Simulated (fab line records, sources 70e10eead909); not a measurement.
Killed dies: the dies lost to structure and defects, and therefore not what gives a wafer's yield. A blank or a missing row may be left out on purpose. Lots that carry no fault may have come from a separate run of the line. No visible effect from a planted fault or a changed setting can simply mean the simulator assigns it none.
fab line records | flow nandHarc | part 2 of 2: steps 28 to 35 of 35
record lots=5 wafers=15 lastDay=24
route steps=1159 shown A_STAIRCASE@733 A_SGD_CUT@747
lots that met no fault: from a run of the same line without faults
startH: hours from the record's opening day to when the first of the lot's shown wafers began | waitH: hours from the lot's prior step to this one | " repeats the value in the row above | L1.1+2: several wafers, shown together as one row | - either no value or no given start | * or withheld: withheld | < > ~ a bound
route shown NAME@n: names a module that has steps shown in the file, with the first one's number in the route | usual: mean and standard deviation over wafers with no fault | same: alike in all rows | chamber/n: place in a boat | sites: per-site readings | _std_site: their standard deviation | _edge_site: outer sites' mean less inner sites' | radiusMm: how far each site lies from the wafer's centre | mask NAME#n: copy n | behind: the last tool/chamber to shape the wafer | hold: the reason the lot was held/the length of the hold in hours/how it ended | device: the n, p or np transistor that did not switch | end of line: tests of these same wafers at the route's end | for a step that has no rows: nothing shown but its recipe | killed: not the wafer's yield, but the dies lost to structure and defects at the first sort | map: a wafer's dies, x killed, . not, _ none there
set.NAME: the setting that was run; set.NAME@STEP: the one run at that earlier step | model.NAME: the simulator's own value behind a step, which no gauge read
a table for each step, a row for each wafer; lots at some steps of the route
services: from which hour (startH, from the record's first day; less than 0 if before it) a tool's chamber was out of use, for how many hours, and why
## steps
# step NHARC_A_SGD_CUT_ETCH_58
# recipe targetDepthA=390 overEtchFrac=0.3 timeS=65 ionEnergyEv=80 cf4FlowSccm=150 arFlowSccm=0 rfW=300 biasW=100 chemistry=CF4
# usual drypumpMotorCurrentA=5.7/0.35 oesProductAu=1.001/0.0081 rfVppV=151.5/1.3 showerheadPlenumPTorr=1.78/0.08 throttleValvePct=13.284/0.0095
# columns lot.wafer tool chamber startH waitH drypumpMotorCurrentA oesProductAu rfHoursCounterH rfVppV showerheadPlenumPTorr throttleValvePct
L075.2 rieDiel-11 3 313.97 0.2 5.6 1.003 14 150.0 1.69 13.282
L075.4 " 3 " " 5.6 1.001 - 150.6 1.69 13.268
L075.6 " 0 " " 5.5 1.013 - 149.6 1.67 13.294
L079.2 rieDiel-11 0 341.17 0.1 5.5 0.993 18 151.9 1.67 13.280
L079.1 " 3 " " 5.7 0.987 17 149.2 1.68 13.290
L079.6 " 1 " " 6.1 0.993 - 150.2 1.73 13.271
L080.2 rieDiel-08 1 357.85 0.1 5.8 1.006 4 153.6 1.88 13.289
L080.3 " 0 " " 5.7 0.996 4 150.6 1.74 13.289
L080.6 " 2 " " 5.1 0.999 - 151.3 1.83 13.263
L088.3 rieDiel-10 3 410.01 0.1 5.2 0.997 4 153.4 1.84 13.294
L088.1 " 1 " " 5.9 0.989 4 151.4 1.88 13.283
L088.6 " 2 " " 6.3 0.995 - 152.5 1.89 13.285
L097.4 rieDiel-10 0 447.69 0.1 5.6 1.004 7 150.4 1.69 13.278
L097.3 " 1 " " 5.9 0.993 7 152.6 1.88 13.277
L097.6 " 3 " " 5.2 1.000 - 151.4 1.83 13.259
# step NHARC_A_SGD_CUT_ETCH_59
# recipe targetDepthA=2600 overEtchFrac=0.25 timeS=406.25 ionEnergyEv=200 n2FlowSccm=150 h2FlowSccm=150 arFlowSccm=0 rfW=400 biasW=150 chemistry=N2/H2
# usual drypumpMotorCurrentA=5.7/0.33 oesProductAu=0.999/0.0084 rfVppV=431.0/3 showerheadPlenumPTorr=2.05/0.1 throttleValvePct=14.171/0.0083
# columns lot.wafer tool chamber startH waitH drypumpMotorCurrentA oesProductAu rfHoursCounterH rfVppV showerheadPlenumPTorr throttleValvePct
L075.2 rieDiel-11 0 - - 5.5 1.015 15 427.8 1.92 14.165
L075.6 " 2 " " 5.6 1.019 - 429.6 2.03 14.162
L075.4 " 0 " " 5.5 1.009 - 426.4 1.92 14.178
L079.1 rieDiel-11 0 - - 5.5 0.995 18 428.7 1.92 14.159
L079.2 " 2 " " 5.6 1.008 17 429.7 2.03 14.173
L079.6 " 3 " " 5.7 0.992 - 427.4 1.93 14.172
L080.3 rieDiel-08 0 - - 5.7 1.001 4 430.4 2.00 14.166
L080.2 " 3 " " 6.3 0.985 5 429.2 2.00 14.174
L080.6 " 1 " " 5.8 0.998 - 435.3 2.18 14.169
L088.1 rieDiel-10 0 - - 5.6 1.014 5 427.7 1.95 14.171
L088.3 " 3 " " 5.2 1.001 4 433.8 2.12 14.167
L088.6 " 1 " " 5.9 1.006 - 433.4 2.18 14.167
L097.4 rieDiel-10 0 - - 5.6 1.013 7 427.2 1.95 14.172
L097.3 " 3 " " 5.2 0.997 7 433.3 2.12 14.164
L097.6 " 0 " " 5.6 1.006 - 427.4 1.94 14.171
# step NHARC_A_SGD_CUT_ETCH_15
# recipe targetDepthA=750 timeS=64.3 ch3fFlowSccm=50 o2FlowSccm=30 arFlowSccm=200 rfW=500 biasW=100 chemistry=CH3F/O2
# usual drypumpMotorCurrentA=5.7/0.35 oesProductAu=0.961/0.015 rfVppV=264.1/1.9 showerheadPlenumPTorr=2.47/0.12 throttleValvePct=20.663/0.0088
# columns lot.wafer tool chamber startH waitH drypumpMotorCurrentA oesProductAu rfHoursCounterH rfVppV showerheadPlenumPTorr throttleValvePct
L075.2 rieDiel-11 2 - - 5.6 0.953 14 262.9 2.44 20.671
L075.6 " 2 " " 5.6 0.957 - 263.3 2.44 20.662
L075.4 " 3 " " 5.6 0.940 - 261.1 2.34 20.662
L079.1 rieDiel-11 0 - - 5.5 0.961 18 261.7 2.32 20.653
L079.2 " 2 " " 5.6 0.986 17 261.4 2.44 20.663
L079.6 " 1 " " 6.1 0.973 - 262.8 2.40 20.674
L080.2 rieDiel-08 1 - - 5.8 0.978 4 265.0 2.62 20.671
L080.3 " 0 " " 5.7 0.954 4 263.2 2.42 20.649
L080.6 " 1 " " 5.8 0.977 - 265.4 2.62 20.671
L088.1 rieDiel-10 2 - - 6.3 0.973 4 266.0 2.63 20.667
L088.3 " 0 " " 5.6 0.971 5 263.0 2.35 20.661
L088.6 " 3 " " 5.2 0.963 - 265.6 2.55 20.655
L097.3 rieDiel-10 1 - - 5.9 0.963 7 266.5 2.61 20.669
L097.4 " 3 " " 5.2 0.963 7 266.5 2.55 20.675
L097.6 " 0 " " 5.7 0.962 - 263.5 2.35 20.666
# step NHARC_A_SGD_CUT_ETCH_16
# recipe targetDepthA=3105 timeS=155.2 c4f8FlowSccm=withheld o2FlowSccm=8 arFlowSccm=withheld rfW=600 biasW=800 chemistry=C4F8/O2/Ar
# usual oesProductAu=0.970/0.017 rfVppV=724/4.8
# columns lot.wafer tool chamber startH waitH oesProductAu rfHoursCounterH rfVppV
L075.2 rieDiel-11 3 - - 0.954 14 719
L075.4 " 0 " " 0.959 - 718
L075.6 " 3 " " 0.946 - 718
L079.1 rieDiel-11 1 - - 0.961 17 721
L079.2 " 3 " " 0.967 17 718
L079.6 " 0 " " 0.979 - 717
L080.3 rieDiel-08 0 - - 0.952 4 722
L080.2 " 3 " " 0.960 5 720
L080.6 " 0 " " 0.964 - 722
L088.1 rieDiel-10 0 - - 0.976 5 718
L088.3 " 1 " " 0.981 4 730
L088.6 " 2 " " 0.979 - 730
L097.3 rieDiel-10 3 - - 0.977 7 728
L097.4 " 2 " " 0.977 7 729
L097.6 " 3 " " 0.983 - 726
# step NHARC_A_SGD_CUT_STRIP_60
# recipe c4f8FlowSccm=withheld o2FlowSccm=8 arFlowSccm=withheld biasW=0 chemistry=C4F8/O2/Ar
# columns lot.wafer tool chamber startH waitH
L075.2+6+4 rieDiel-11 3,3,0 - -
L079.2+1+6 rieDiel-11 1,0,1 - -
L080.3+2+6 rieDiel-08 2,3,0 - -
L088.3+1+6 rieDiel-10 1,0,1 - -
L097.3+4+6 rieDiel-10 2,3,3 - -
# step NHARC_A_SGD_CUT_STRIP_17
# recipe o2FlowSccm=500 arFlowSccm=0 biasW=0 chemistry=O2
# usual drypumpMotorCurrentA=5.7/0.35 oesProductAu=1.001/0.0079 rfVppV=57.9/0.95 showerheadPlenumPTorr=3.55/0.16 throttleValvePct=17.036/0.0095
# columns lot.wafer tool chamber startH waitH drypumpMotorCurrentA oesProductAu rfHoursCounterH rfVppV showerheadPlenumPTorr throttleValvePct
L075.2 rieDiel-11 0 - - 5.5 1.008 15 58.0 3.34 17.035
L075.4 " 2 " " 5.6 1.013 - 58.4 3.51 17.044
L075.6 " 0 " " 5.5 1.005 - 56.7 3.34 17.038
L079.1 rieDiel-11 0 - - 5.5 1.003 18 55.7 3.33 17.037
L079.2 " 1 " " 6.1 0.998 17 57.9 3.45 17.036
L079.6 " 0 " " 5.5 1.004 - 57.2 3.33 17.026
L080.3 rieDiel-08 3 - - 6.2 1.006 5 56.6 3.46 17.040
L080.2 " 0 " " 5.7 0.994 4 59.4 3.47 17.028
L080.6 " 3 " " 6.2 0.995 - 58.1 3.46 17.036
L088.1 rieDiel-10 2 - - 6.3 0.999 4 57.1 3.76 17.039
L088.3 " 0 " " 5.6 1.003 5 59.2 3.38 17.037
L088.6 " 1 " " 5.9 0.995 - 58.2 3.74 17.035
L097.3 rieDiel-10 1 - - 5.9 0.998 7 58.1 3.74 17.038
L097.4 " 0 " " 5.6 0.998 7 58.2 3.38 17.041
L097.6 " 1 " " 5.9 0.990 - 57.8 3.74 17.045
# step NHARC_A_SGD_CUT_PRECLEAN_18
# recipe timeS=* tempC=50 bathAgeMin=0 chemistry=SC1
# columns lot.wafer tool chamber startH waitH
L075.2+4+6 wetBench-06 0,1,2 315.03 -
L079.6+1+2 wetBench-01 1,2,3 342.06 -
L080.6+3+2 wetBench-01 4,6,0 358.78 -
L088.6+1+3 wetBench-06 4,5,6 410.90 -
L097.4+3+6 wetBench-02 1,3,5 448.57 -
# step NHARC_A_SGD_CUT_SRD_19
# columns lot.wafer tool chamber startH waitH
L075.2+4+6 wetBench-06 0,1,2 - -
L079.6+1+2 wetBench-01 1,2,3 - -
L080.6+3+2 wetBench-01 4,6,0 - -
L088.6+1+3 wetBench-06 4,5,6 - -
L097.4+3+6 wetBench-02 1,3,5 - -
## services
# columns tool chamber startH hours kind
wetBench-09 - 288.80 8.0 pm
rieDiel-04 - 289.15 9.0 pm
lithoTrack-06 - 292.00 7.0 pm
cmp-03 - 296.10 4.2 repair
rieDiel-10 2 298.33 8.1 repair
rieDiel-08 - 301.81 9.0 pm
rieDiel-11 1 312.19 5.3 repair
lithoTrack-04 - 316.00 7.0 pm
rieDiel-11 3 320.89 4.7 repair
rieDiel-08 0 335.76 9.9 repair
cmp-03 - 343.88 3.1 repair
rieDiel-11 2 347.51 4.3 repair
rieDiel-10 - 353.50 9.0 pm
cmp-03 - 353.83 4.0 pm
cmp-03 - 358.02 0.2 repair
cmp-03 - 358.46 1.6 repair
rieDiel-11 - 366.63 9.0 pm
rieDiel-10 - 376.53 2.5 repair
rieDiel-04 0 377.78 7.9 repair
wetBench-09 - 380.80 24.6 repair
rieDiel-08 2 395.83 6.4 repair
rieDiel-08 2 415.80 8.3 repair
lithoTrack-01 - 443.00 7.0 pm
wetBench-07 - 448.00 8.0 pm
